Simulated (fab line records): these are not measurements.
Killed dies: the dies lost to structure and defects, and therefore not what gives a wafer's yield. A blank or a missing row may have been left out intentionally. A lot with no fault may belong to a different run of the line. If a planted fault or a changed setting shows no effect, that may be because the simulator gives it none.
fab line records / flow nandHarc
record: lots: 6 wafers: 18 lastDay: 30
route steps=1302 shown A_BONDPAD@1208
lots that met no fault: from a run of the same line without faults
startH: the number of hours between the record's first day and the start of the first shown wafer of the lot / waitH: time in hours since the lot's previous step / " same as the row above / L1.1+2: several wafers, shown together as one row / - either no value or no given start / * or withheld: withheld / < > ~ a bound
route shown NAME@n: NAME is a module with steps in the file, n the number in the route of the first one / usual: average and standard deviation across the fault-free wafers / same: alike in all rows / chamber/n: place in a boat / sites: each site's reading / _std_site: the values' standard deviation / _edge_site: the outer-site mean with the inner-site mean subtracted / radiusMm: for every site, how far away it sits from the centre of the wafer / mask NAME#n: copy n / behind: the tool/chamber that last shaped the wafer / hold: the reason the lot was held/the length of the hold in hours/how it ended / device: which transistor (n, p or np) failed to switch / end of line: tests of these same wafers at the route's end / a step without rows: its recipe alone / killed: dies lost to structure and defects at the first sort, not the wafer's yield / map: shows each die of a wafer: x if killed, . if not, _ if none is there
set.NAME: the setting as run; set.NAME@STEP: as run at that earlier step / model.NAME: the simulator's own value behind a step, which no gauge read
lots at selected steps of the route; one table per step, one row per wafer
services: from which hour (startH, from the record's first day; less than 0 if before it) a tool's chamber was out of use, for how many hours, and why
== steps ==
step: NHARC_A_BONDPAD_COAT_33
recipe: tempC: 200 timeS: 65
step: NHARC_A_BONDPAD_COAT_03
recipe: spinRpm: 2000 resistThkNm: 600
step: NHARC_A_BONDPAD_SOFTBAKE_04
recipe: tempC: 125 timeS: 70
step: NHARC_A_BONDPAD_EBR_05
step: NHARC_A_BONDPAD_EXPOSE_06
recipe: na: 0.55 doseMj: 36.99 maskId: A_BPAD
step: NHARC_A_BONDPAD_PEB_07
recipe: pebTempC: 128 pebTimeS: 80
step: NHARC_A_BONDPAD_DEVELOP_08
recipe: timeS: 50 devTempC: 22
step: NHARC_A_BONDPAD_CD_MEAS_09
recipe: targetCdNm: 500 landingEnergyEv: 500
usual: cdNm: 499.5/2.1
lot.wafer=L567.1 tool=cdSem-01 chamber=0 startH=533.63 waitH=- cdNm=496.4
lot.wafer=L567.3 tool=cdSem-01 chamber=0 startH=533.63 waitH=- cdNm=500.3
lot.wafer=L567.4 tool=cdSem-01 chamber=0 startH=533.63 waitH=- cdNm=498.8
lot.wafer=L570.1 tool=cdSem-03 chamber=0 startH=564.25 waitH=- cdNm=499.1
lot.wafer=L570.4 tool=cdSem-03 chamber=0 startH=564.25 waitH=- cdNm=502.7
lot.wafer=L570.5 tool=cdSem-03 chamber=0 startH=564.25 waitH=- cdNm=501.5
lot.wafer=L572.1 tool=cdSem-03 chamber=0 startH=594.93 waitH=- cdNm=497.5
lot.wafer=L572.2 tool=cdSem-03 chamber=0 startH=594.93 waitH=- cdNm=495.5
lot.wafer=L572.3 tool=cdSem-03 chamber=0 startH=594.93 waitH=- cdNm=500.1
lot.wafer=L578.1 tool=cdSem-03 chamber=0 startH=672.77 waitH=- cdNm=502.1
lot.wafer=L578.4 tool=cdSem-03 chamber=0 startH=672.77 waitH=- cdNm=502.8
lot.wafer=L578.6 tool=cdSem-03 chamber=0 startH=672.77 waitH=- cdNm=502.8
lot.wafer=L584.1 tool=cdSem-02 chamber=0 startH=713.51 waitH=- cdNm=501.0
lot.wafer=L584.2 tool=cdSem-02 chamber=0 startH=713.51 waitH=- cdNm=502.1
lot.wafer=L584.5 tool=cdSem-02 chamber=0 startH=713.51 waitH=- cdNm=500.3
lot.wafer=L583.2 tool=cdSem-02 chamber=0 startH=714.54 waitH=- cdNm=497.2
lot.wafer=L583.3 tool=cdSem-02 chamber=0 startH=714.54 waitH=- cdNm=500.5
lot.wafer=L583.6 tool=cdSem-02 chamber=0 startH=714.54 waitH=- cdNm=499.3
step: NHARC_A_BONDPAD_OVL_MEAS_35
usual: overlayXNm: 0/4 overlayYNm: 1/6.9
lot.wafer=L567.1 tool=overlay-01 chamber=- startH=533.72 waitH=- overlayXNm=6 overlayYNm=-10
lot.wafer=L567.3 tool=overlay-01 chamber=- startH=533.72 waitH=- overlayXNm=5 overlayYNm=-10
lot.wafer=L567.4 tool=overlay-01 chamber=- startH=533.72 waitH=- overlayXNm=5 overlayYNm=-10
lot.wafer=L570.1 tool=overlay-02 chamber=- startH=564.34 waitH=- overlayXNm=-6 overlayYNm=-8
lot.wafer=L570.4 tool=overlay-02 chamber=- startH=564.34 waitH=- overlayXNm=-6 overlayYNm=-8
lot.wafer=L570.5 tool=overlay-02 chamber=- startH=564.34 waitH=- overlayXNm=-6 overlayYNm=-9
lot.wafer=L572.1 tool=overlay-01 chamber=- startH=595.02 waitH=- overlayXNm=-3 overlayYNm=2
lot.wafer=L572.2 tool=overlay-01 chamber=- startH=595.02 waitH=- overlayXNm=-3 overlayYNm=2
lot.wafer=L572.3 tool=overlay-01 chamber=- startH=595.02 waitH=- overlayXNm=-3 overlayYNm=2
lot.wafer=L578.1 tool=overlay-02 chamber=- startH=672.86 waitH=- overlayXNm=1 overlayYNm=0
lot.wafer=L578.4 tool=overlay-02 chamber=- startH=672.86 waitH=- overlayXNm=1 overlayYNm=0
lot.wafer=L578.6 tool=overlay-02 chamber=- startH=672.86 waitH=- overlayXNm=1 overlayYNm=0
lot.wafer=L584.1 tool=overlay-01 chamber=- startH=713.60 waitH=- overlayXNm=-2 overlayYNm=4
lot.wafer=L584.2 tool=overlay-01 chamber=- startH=713.60 waitH=- overlayXNm=-2 overlayYNm=4
lot.wafer=L584.5 tool=overlay-01 chamber=- startH=713.60 waitH=- overlayXNm=-1 overlayYNm=4
lot.wafer=L583.2 tool=overlay-01 chamber=- startH=714.62 waitH=- overlayXNm=1 overlayYNm=12
lot.wafer=L583.3 tool=overlay-01 chamber=- startH=714.62 waitH=- overlayXNm=1 overlayYNm=12
lot.wafer=L583.6 tool=overlay-01 chamber=- startH=714.62 waitH=- overlayXNm=1 overlayYNm=13
step: NHARC_A_BONDPAD_HARDBAKE_10
recipe: tempC: 118 timeS: 65
step: NHARC_A_BONDPAD_DESCUM_11
recipe: timeS: 3 o2FlowSccm: 200 arFlowSccm: 0 biasPowerW: 0 chemistry: O2
usual: drypumpMotorCurrentA: 6.0/0.38 oesProductAu: 0.998/0.014 rfVppV: 57.6/0.87 showerheadPlenumPTorr: 1.90/0.099 throttleValvePct: 11.311/0.0097
lot.wafer=L567.4 tool=rieDiel-11 chamber=0 startH=533.84 waitH=- drypumpMotorCurrentA=6.0 oesProductAu=0.984 rfHoursCounterH=2 rfVppV=58.2 showerheadPlenumPTorr=1.79 throttleValvePct=11.305
lot.wafer=L567.3 tool=rieDiel-11 chamber=1 startH=533.84 waitH=- drypumpMotorCurrentA=6.2 oesProductAu=1.020 rfHoursCounterH=2 rfVppV=57.3 showerheadPlenumPTorr=1.83 throttleValvePct=11.313
lot.wafer=L567.1 tool=rieDiel-11 chamber=2 startH=533.84 waitH=- drypumpMotorCurrentA=6.5 oesProductAu=0.986 rfHoursCounterH=3 rfVppV=58.0 showerheadPlenumPTorr=2.03 throttleValvePct=11.318
lot.wafer=L570.1 tool=rieDiel-11 chamber=0 startH=564.46 waitH=- drypumpMotorCurrentA=5.9 oesProductAu=0.991 rfHoursCounterH=3 rfVppV=58.2 showerheadPlenumPTorr=1.79 throttleValvePct=11.298
lot.wafer=L570.4 tool=rieDiel-11 chamber=1 startH=564.46 waitH=- drypumpMotorCurrentA=6.3 oesProductAu=1.005 rfHoursCounterH=4 rfVppV=57.1 showerheadPlenumPTorr=1.83 throttleValvePct=11.298
lot.wafer=L570.5 tool=rieDiel-11 chamber=1 startH=564.46 waitH=- drypumpMotorCurrentA=6.3 oesProductAu=1.003 rfHoursCounterH=- rfVppV=57.4 showerheadPlenumPTorr=1.83 throttleValvePct=11.298
lot.wafer=L572.3 tool=rieDiel-11 chamber=3 startH=595.14 waitH=- drypumpMotorCurrentA=5.6 oesProductAu=1.000 rfHoursCounterH=4 rfVppV=59.2 showerheadPlenumPTorr=2.01 throttleValvePct=11.318
lot.wafer=L572.2 tool=rieDiel-11 chamber=1 startH=595.14 waitH=- drypumpMotorCurrentA=6.2 oesProductAu=1.008 rfHoursCounterH=4 rfVppV=58.1 showerheadPlenumPTorr=1.83 throttleValvePct=11.314
lot.wafer=L572.1 tool=rieDiel-11 chamber=2 startH=595.14 waitH=- drypumpMotorCurrentA=6.5 oesProductAu=1.001 rfHoursCounterH=4 rfVppV=58.5 showerheadPlenumPTorr=2.03 throttleValvePct=11.326
lot.wafer=L578.1 tool=rieDiel-11 chamber=1 startH=673.00 waitH=- drypumpMotorCurrentA=6.2 oesProductAu=1.023 rfHoursCounterH=1 rfVppV=56.5 showerheadPlenumPTorr=1.83 throttleValvePct=11.303
lot.wafer=L578.4 tool=rieDiel-11 chamber=2 startH=673.00 waitH=- drypumpMotorCurrentA=6.5 oesProductAu=0.992 rfHoursCounterH=1 rfVppV=58.7 showerheadPlenumPTorr=2.03 throttleValvePct=11.323
lot.wafer=L578.6 tool=rieDiel-11 chamber=0 startH=673.00 waitH=- drypumpMotorCurrentA=5.9 oesProductAu=0.971 rfHoursCounterH=- rfVppV=56.0 showerheadPlenumPTorr=1.79 throttleValvePct=11.310
lot.wafer=L584.2 tool=rieDiel-11 chamber=1 startH=713.72 waitH=- drypumpMotorCurrentA=6.2 oesProductAu=1.012 rfHoursCounterH=3 rfVppV=58.4 showerheadPlenumPTorr=1.83 throttleValvePct=11.306
lot.wafer=L584.1 tool=rieDiel-11 chamber=2 startH=713.72 waitH=- drypumpMotorCurrentA=6.5 oesProductAu=1.002 rfHoursCounterH=3 rfVppV=58.6 showerheadPlenumPTorr=2.03 throttleValvePct=11.323
lot.wafer=L584.5 tool=rieDiel-11 chamber=2 startH=713.72 waitH=- drypumpMotorCurrentA=6.5 oesProductAu=1.001 rfHoursCounterH=- rfVppV=58.4 showerheadPlenumPTorr=2.03 throttleValvePct=11.320
lot.wafer=L583.2 tool=rieDiel-11 chamber=1 startH=714.74 waitH=- drypumpMotorCurrentA=6.2 oesProductAu=1.012 rfHoursCounterH=3 rfVppV=58.8 showerheadPlenumPTorr=1.83 throttleValvePct=11.296
lot.wafer=L583.3 tool=rieDiel-11 chamber=2 startH=714.74 waitH=- drypumpMotorCurrentA=6.5 oesProductAu=1.005 rfHoursCounterH=3 rfVppV=57.1 showerheadPlenumPTorr=2.03 throttleValvePct=11.308
lot.wafer=L583.6 tool=rieDiel-11 chamber=1 startH=714.74 waitH=- drypumpMotorCurrentA=6.2 oesProductAu=1.017 rfHoursCounterH=- rfVppV=57.4 showerheadPlenumPTorr=1.83 throttleValvePct=11.321
step: NHARC_A_BONDPAD_ETCH_34
recipe: targetDepthA: 600 overetchA: 180 timeS: 65.91 ionEnergyEv: 200 n2FlowSccm: 150 h2FlowSccm: 150 arFlowSccm: 0 rfW: 400 biasW: 150 chemistry: N2/H2
usual: biasW: 150.1/0.43 drypumpMotorCurrentA: 6.0/0.39 oesProductAu: 0.997/0.014 rfFwdPowerW: 396.0/1.6 rfVppV: 430/3.1 showerheadPlenumPTorr: 2.03/0.11 throttleValvePct: 14.172/0.0087
lot.wafer=L567.1 tool=rieDiel-11 chamber=2 startH=533.93 waitH=0.1 biasW=150.6 drypumpMotorCurrentA=6.5 oesProductAu=0.986 rfFwdPowerW=397.2 rfHoursCounterH=3 rfVppV=433 showerheadPlenumPTorr=2.17 throttleValvePct=14.155
lot.wafer=L567.3 tool=rieDiel-11 chamber=3 startH=533.93 waitH=0.1 biasW=150.7 drypumpMotorCurrentA=5.7 oesProductAu=0.979 rfFwdPowerW=397.0 rfHoursCounterH=3 rfVppV=435 showerheadPlenumPTorr=2.15 throttleValvePct=14.181
lot.wafer=L567.4 tool=rieDiel-11 chamber=1 startH=533.93 waitH=0.1 biasW=150.3 drypumpMotorCurrentA=6.3 oesProductAu=1.010 rfFwdPowerW=395.9 rfHoursCounterH=2 rfVppV=429 showerheadPlenumPTorr=1.95 throttleValvePct=14.166
lot.wafer=L570.4 tool=rieDiel-11 chamber=2 startH=564.55 waitH=0.1 biasW=149.4 drypumpMotorCurrentA=6.6 oesProductAu=1.003 rfFwdPowerW=395.5 rfHoursCounterH=4 rfVppV=434 showerheadPlenumPTorr=2.17 throttleValvePct=14.167
lot.wafer=L570.1 tool=rieDiel-11 chamber=3 startH=564.55 waitH=0.1 biasW=149.9 drypumpMotorCurrentA=5.7 oesProductAu=0.993 rfFwdPowerW=396.8 rfHoursCounterH=3 rfVppV=434 showerheadPlenumPTorr=2.15 throttleValvePct=14.162
lot.wafer=L570.5 tool=rieDiel-11 chamber=2 startH=564.55 waitH=0.1 biasW=149.5 drypumpMotorCurrentA=6.5 oesProductAu=1.000 rfFwdPowerW=396.0 rfHoursCounterH=- rfVppV=433 showerheadPlenumPTorr=2.17 throttleValvePct=14.177
lot.wafer=L572.1 tool=rieDiel-11 chamber=0 startH=595.23 waitH=0.1 biasW=150.5 drypumpMotorCurrentA=5.9 oesProductAu=0.995 rfFwdPowerW=395.4 rfHoursCounterH=4 rfVppV=427 showerheadPlenumPTorr=1.91 throttleValvePct=14.175
lot.wafer=L572.2 tool=rieDiel-11 chamber=1 startH=595.23 waitH=0.1 biasW=150.1 drypumpMotorCurrentA=6.2 oesProductAu=1.005 rfFwdPowerW=398.7 rfHoursCounterH=4 rfVppV=427 showerheadPlenumPTorr=1.95 throttleValvePct=14.177
lot.wafer=L572.3 tool=rieDiel-11 chamber=2 startH=595.23 waitH=0.1 biasW=149.7 drypumpMotorCurrentA=6.5 oesProductAu=0.997 rfFwdPowerW=396.3 rfHoursCounterH=4 rfVppV=433 showerheadPlenumPTorr=2.17 throttleValvePct=14.181
lot.wafer=L578.1 tool=rieDiel-11 chamber=3 startH=673.09 waitH=0.1 biasW=150.0 drypumpMotorCurrentA=5.7 oesProductAu=1.003 rfFwdPowerW=397.9 rfHoursCounterH=1 rfVppV=434 showerheadPlenumPTorr=2.15 throttleValvePct=14.168
lot.wafer=L578.4 tool=rieDiel-11 chamber=0 startH=673.09 waitH=0.1 biasW=149.5 drypumpMotorCurrentA=5.9 oesProductAu=0.968 rfFwdPowerW=394.9 rfHoursCounterH=1 rfVppV=426 showerheadPlenumPTorr=1.91 throttleValvePct=14.166
lot.wafer=L578.6 tool=rieDiel-11 chamber=1 startH=673.09 waitH=0.1 biasW=149.7 drypumpMotorCurrentA=6.2 oesProductAu=1.017 rfFwdPowerW=393.6 rfHoursCounterH=- rfVppV=429 showerheadPlenumPTorr=1.95 throttleValvePct=14.172
lot.wafer=L584.1 tool=rieDiel-11 chamber=1 startH=713.81 waitH=0.1 biasW=150.3 drypumpMotorCurrentA=6.2 oesProductAu=0.994 rfFwdPowerW=394.3 rfHoursCounterH=3 rfVppV=428 showerheadPlenumPTorr=1.95 throttleValvePct=14.173
lot.wafer=L584.2 tool=rieDiel-11 chamber=3 startH=713.81 waitH=0.1 biasW=149.8 drypumpMotorCurrentA=5.6 oesProductAu=0.996 rfFwdPowerW=400.3 rfHoursCounterH=3 rfVppV=434 showerheadPlenumPTorr=2.15 throttleValvePct=14.172
lot.wafer=L584.5 tool=rieDiel-11 chamber=2 startH=713.81 waitH=0.1 biasW=149.9 drypumpMotorCurrentA=6.5 oesProductAu=1.007 rfFwdPowerW=393.2 rfHoursCounterH=- rfVppV=435 showerheadPlenumPTorr=2.17 throttleValvePct=14.161
lot.wafer=L583.2 tool=rieDiel-11 chamber=3 startH=714.84 waitH=0.1 biasW=150.4 drypumpMotorCurrentA=5.6 oesProductAu=0.997 rfFwdPowerW=396.8 rfHoursCounterH=3 rfVppV=433 showerheadPlenumPTorr=2.15 throttleValvePct=14.151
lot.wafer=L583.3 tool=rieDiel-11 chamber=0 startH=714.84 waitH=0.1 biasW=150.3 drypumpMotorCurrentA=5.9 oesProductAu=0.997 rfFwdPowerW=395.1 rfHoursCounterH=3 rfVppV=426 showerheadPlenumPTorr=1.91 throttleValvePct=14.158
lot.wafer=L583.6 tool=rieDiel-11 chamber=1 startH=714.84 waitH=0.1 biasW=150.0 drypumpMotorCurrentA=6.2 oesProductAu=1.007 rfFwdPowerW=399.5 rfHoursCounterH=- rfVppV=429 showerheadPlenumPTorr=1.95 throttleValvePct=14.175
step: NHARC_A_BONDPAD_ETCH_12
recipe: targetDepthA: 2200 timeS: 110 chf3FlowSccm: 50 o2FlowSccm: 10 arFlowSccm: 200 rfW: 500 biasW: 200 chemistry: CHF3/O2
usual: biasW: 200.0/0.6 chf3FlowSccm: 50.01/0.16 drypumpMotorCurrentA: 6.0/0.37 oesProductAu: 0.941/0.023 rfFwdPowerW: 496.7/1.7 rfVppV: 370.0/2.7 showerheadPlenumPTorr: 2.38/0.12 throttleValvePct: 20.573/0.0092
lot.wafer=L567.4 tool=rieDiel-11 chamber=2 startH=534.03 waitH=- biasW=199.5 chf3FlowSccm=50.03 drypumpMotorCurrentA=6.5 oesProductAu=0.922 rfFwdPowerW=495.1 rfHoursCounterH=3 rfVppV=372.8 showerheadPlenumPTorr=2.54 throttleValvePct=20.569
lot.wafer=L567.1 tool=rieDiel-11 chamber=3 startH=534.03 waitH=- biasW=200.2 chf3FlowSccm=50.08 drypumpMotorCurrentA=5.7 oesProductAu=0.914 rfFwdPowerW=499.4 rfHoursCounterH=3 rfVppV=373.0 showerheadPlenumPTorr=2.52 throttleValvePct=20.562
lot.wafer=L567.3 tool=rieDiel-11 chamber=0 startH=534.03 waitH=- biasW=201.1 chf3FlowSccm=50.06 drypumpMotorCurrentA=5.9 oesProductAu=0.914 rfFwdPowerW=497.5 rfHoursCounterH=2 rfVppV=366.0 showerheadPlenumPTorr=2.26 throttleValvePct=20.575
lot.wafer=L570.1 tool=rieDiel-11 chamber=2 startH=564.65 waitH=- biasW=199.4 chf3FlowSccm=49.92 drypumpMotorCurrentA=6.5 oesProductAu=0.941 rfFwdPowerW=495.1 rfHoursCounterH=4 rfVppV=374.4 showerheadPlenumPTorr=2.54 throttleValvePct=20.573
lot.wafer=L570.4 tool=rieDiel-11 chamber=3 startH=564.65 waitH=- biasW=200.2 chf3FlowSccm=49.86 drypumpMotorCurrentA=5.6 oesProductAu=0.917 rfFwdPowerW=495.9 rfHoursCounterH=3 rfVppV=371.5 showerheadPlenumPTorr=2.52 throttleValvePct=20.574
lot.wafer=L570.5 tool=rieDiel-11 chamber=2 startH=564.65 waitH=- biasW=199.5 chf3FlowSccm=49.83 drypumpMotorCurrentA=6.5 oesProductAu=0.931 rfFwdPowerW=492.6 rfHoursCounterH=- rfVppV=373.8 showerheadPlenumPTorr=2.54 throttleValvePct=20.578
lot.wafer=L572.2 tool=rieDiel-11 chamber=2 startH=595.33 waitH=- biasW=200.7 chf3FlowSccm=49.74 drypumpMotorCurrentA=6.5 oesProductAu=0.969 rfFwdPowerW=499.2 rfHoursCounterH=4 rfVppV=371.2 showerheadPlenumPTorr=2.54 throttleValvePct=20.564
lot.wafer=L572.3 tool=rieDiel-11 chamber=3 startH=595.33 waitH=- biasW=199.4 chf3FlowSccm=50.01 drypumpMotorCurrentA=5.6 oesProductAu=0.952 rfFwdPowerW=497.1 rfHoursCounterH=4 rfVppV=374.0 showerheadPlenumPTorr=2.52 throttleValvePct=20.576
lot.wafer=L572.1 tool=rieDiel-11 chamber=0 startH=595.33 waitH=- biasW=200.4 chf3FlowSccm=49.89 drypumpMotorCurrentA=5.9 oesProductAu=0.949 rfFwdPowerW=496.4 rfHoursCounterH=4 rfVppV=367.0 showerheadPlenumPTorr=2.26 throttleValvePct=20.554
lot.wafer=L578.1 tool=rieDiel-11 chamber=3 startH=673.17 waitH=- biasW=200.6 chf3FlowSccm=50.03 drypumpMotorCurrentA=5.7 oesProductAu=0.943 rfFwdPowerW=495.4 rfHoursCounterH=1 rfVppV=373.5 showerheadPlenumPTorr=2.52 throttleValvePct=20.581
lot.wafer=L578.4 tool=rieDiel-11 chamber=2 startH=673.17 waitH=- biasW=199.6 chf3FlowSccm=50.07 drypumpMotorCurrentA=6.5 oesProductAu=0.934 rfFwdPowerW=495.5 rfHoursCounterH=1 rfVppV=373.0 showerheadPlenumPTorr=2.54 throttleValvePct=20.567
lot.wafer=L578.6 tool=rieDiel-11 chamber=0 startH=673.17 waitH=- biasW=200.3 chf3FlowSccm=49.93 drypumpMotorCurrentA=5.9 oesProductAu=0.923 rfFwdPowerW=495.4 rfHoursCounterH=- rfVppV=367.6 showerheadPlenumPTorr=2.26 throttleValvePct=20.583
lot.wafer=L584.2 tool=rieDiel-11 chamber=0 startH=713.90 waitH=- biasW=199.8 chf3FlowSccm=49.88 drypumpMotorCurrentA=5.9 oesProductAu=0.690 rfFwdPowerW=297.7 rfHoursCounterH=3 rfVppV=367.8 showerheadPlenumPTorr=2.26 throttleValvePct=20.583
lot.wafer=L584.1 tool=rieDiel-11 chamber=2 startH=713.90 waitH=- biasW=199.5 chf3FlowSccm=50.10 drypumpMotorCurrentA=6.6 oesProductAu=0.712 rfFwdPowerW=293.0 rfHoursCounterH=3 rfVppV=373.2 showerheadPlenumPTorr=2.54 throttleValvePct=20.565
lot.wafer=L584.5 tool=rieDiel-11 chamber=1 startH=713.90 waitH=- biasW=200.0 chf3FlowSccm=49.87 drypumpMotorCurrentA=6.2 oesProductAu=0.710 rfFwdPowerW=297.0 rfHoursCounterH=- rfVppV=369.4 showerheadPlenumPTorr=2.30 throttleValvePct=20.574
lot.wafer=L583.2 tool=rieDiel-11 chamber=0 startH=714.93 waitH=- biasW=199.8 chf3FlowSccm=49.84 drypumpMotorCurrentA=5.9 oesProductAu=0.730 rfFwdPowerW=295.6 rfHoursCounterH=3 rfVppV=366.5 showerheadPlenumPTorr=2.26 throttleValvePct=20.573
lot.wafer=L583.3 tool=rieDiel-11 chamber=2 startH=714.93 waitH=- biasW=200.3 chf3FlowSccm=50.19 drypumpMotorCurrentA=6.5 oesProductAu=0.732 rfFwdPowerW=297.0 rfHoursCounterH=3 rfVppV=373.9 showerheadPlenumPTorr=2.54 throttleValvePct=20.583
lot.wafer=L583.6 tool=rieDiel-11 chamber=0 startH=714.93 waitH=- biasW=199.5 chf3FlowSccm=49.83 drypumpMotorCurrentA=5.9 oesProductAu=0.729 rfFwdPowerW=296.7 rfHoursCounterH=- rfVppV=367.3 showerheadPlenumPTorr=2.26 throttleValvePct=20.561
step: NHARC_A_BONDPAD_CD_MEAS_13
usual: cdNm: 498.9/2.3
lot.wafer=L567.1 tool=cdSem-01 chamber=- startH=534.16 waitH=- cdNm=495.9
lot.wafer=L567.3 tool=cdSem-01 chamber=- startH=534.16 waitH=- cdNm=500.3
lot.wafer=L567.4 tool=cdSem-01 chamber=- startH=534.16 waitH=- cdNm=496.7
lot.wafer=L570.1 tool=cdSem-03 chamber=- startH=564.78 waitH=- cdNm=497.6
lot.wafer=L570.4 tool=cdSem-03 chamber=- startH=564.78 waitH=- cdNm=502.4
lot.wafer=L570.5 tool=cdSem-03 chamber=- startH=564.78 waitH=- cdNm=501.0
lot.wafer=L572.1 tool=cdSem-03 chamber=- startH=595.46 waitH=- cdNm=497.0
lot.wafer=L572.2 tool=cdSem-03 chamber=- startH=595.46 waitH=- cdNm=494.7
lot.wafer=L572.3 tool=cdSem-03 chamber=- startH=595.46 waitH=- cdNm=499.6
lot.wafer=L578.1 tool=cdSem-03 chamber=- startH=673.30 waitH=- cdNm=501.5
lot.wafer=L578.4 tool=cdSem-03 chamber=- startH=673.30 waitH=- cdNm=503.2
lot.wafer=L578.6 tool=cdSem-03 chamber=- startH=673.30 waitH=- cdNm=500.1
lot.wafer=L584.1 tool=cdSem-03 chamber=- startH=714.04 waitH=- cdNm=496.1
lot.wafer=L584.2 tool=cdSem-03 chamber=- startH=714.04 waitH=- cdNm=500.0
lot.wafer=L584.5 tool=cdSem-03 chamber=- startH=714.04 waitH=- cdNm=496.7
lot.wafer=L583.2 tool=cdSem-02 chamber=- startH=715.06 waitH=- cdNm=494.8
lot.wafer=L583.3 tool=cdSem-02 chamber=- startH=715.06 waitH=- cdNm=496.8
lot.wafer=L583.6 tool=cdSem-02 chamber=- startH=715.06 waitH=- cdNm=496.5
== services ==
tool=rieDiel-11 chamber=0 startH=515.01 hours=- kind=clean
tool=rieDiel-11 chamber=1 startH=515.01 hours=- kind=clean
tool=rieDiel-11 chamber=2 startH=515.01 hours=- kind=clean
tool=rieDiel-11 chamber=3 startH=515.01 hours=- kind=clean
tool=rieDiel-11 chamber=0 startH=539.51 hours=- kind=clean
tool=rieDiel-11 chamber=1 startH=539.51 hours=- kind=clean
tool=rieDiel-11 chamber=2 startH=539.51 hours=- kind=clean
tool=rieDiel-11 chamber=3 startH=539.51 hours=- kind=clean
tool=rieDiel-11 chamber=0 startH=564.01 hours=- kind=clean
tool=rieDiel-11 chamber=1 startH=564.01 hours=- kind=clean
tool=rieDiel-11 chamber=2 startH=564.01 hours=- kind=clean
tool=rieDiel-11 chamber=3 startH=564.01 hours=- kind=clean
tool=rieDiel-11 chamber=0 startH=588.51 hours=- kind=clean
tool=rieDiel-11 chamber=1 startH=588.51 hours=- kind=clean
tool=rieDiel-11 chamber=2 startH=588.51 hours=- kind=clean
tool=rieDiel-11 chamber=3 startH=588.51 hours=- kind=clean
tool=rieDiel-11 chamber=- startH=609.50 hours=9.0 kind=pm
tool=rieDiel-11 chamber=0 startH=609.50 hours=9.0 kind=ventCycle
tool=rieDiel-11 chamber=1 startH=609.50 hours=9.0 kind=ventCycle
tool=rieDiel-11 chamber=2 startH=609.50 hours=9.0 kind=ventCycle
tool=rieDiel-11 chamber=3 startH=609.50 hours=9.0 kind=ventCycle
tool=rieDiel-11 chamber=0 startH=618.50 hours=- kind=clean
tool=rieDiel-11 chamber=1 startH=618.50 hours=- kind=clean
tool=rieDiel-11 chamber=2 startH=618.50 hours=- kind=clean
== key ==
firstSign: step: NHARC_A_BONDPAD_ETCH_12 reading: rfFwdPowerW direction: down sigmas: 99+ usual: * struck: *
effect: step: NHARC_A_BONDPAD_ETCH_12 reading: oesProductAu direction: down sigmas: 9.8 usual: 0.941 struck: 0.717
metAt NHARC_A_BONDPAD_ETCH_12
struckWafers L583.2,L583.3,L583.6,L584.1,L584.2,L584.5
laterRowsLeftOut L583.2,L583.3,L583.6,L584.1,L584.2,L584.5
sortLeftOut L583.2,L583.3,L583.6,L584.1,L584.2,L584.5
onsetBetween 673.17 713.90
fault: kind: processParameterDrift tool: rieDiel-11 chamber: - onsetH: 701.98 steps: NHARC_A_BONDPAD_ETCH_12 channel: rfW offset: * shape: step endH: 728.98 actsIn: * stated: *
sortLeftOut: the simulated sort isn't trusted on such a fault, so these wafers' sort isn't shown, and their yield isn't known
laterRowsLeftOut: the simulator's readings of these wafers behind a module that went badly wrong aren't trusted and aren't shown, but for the sort
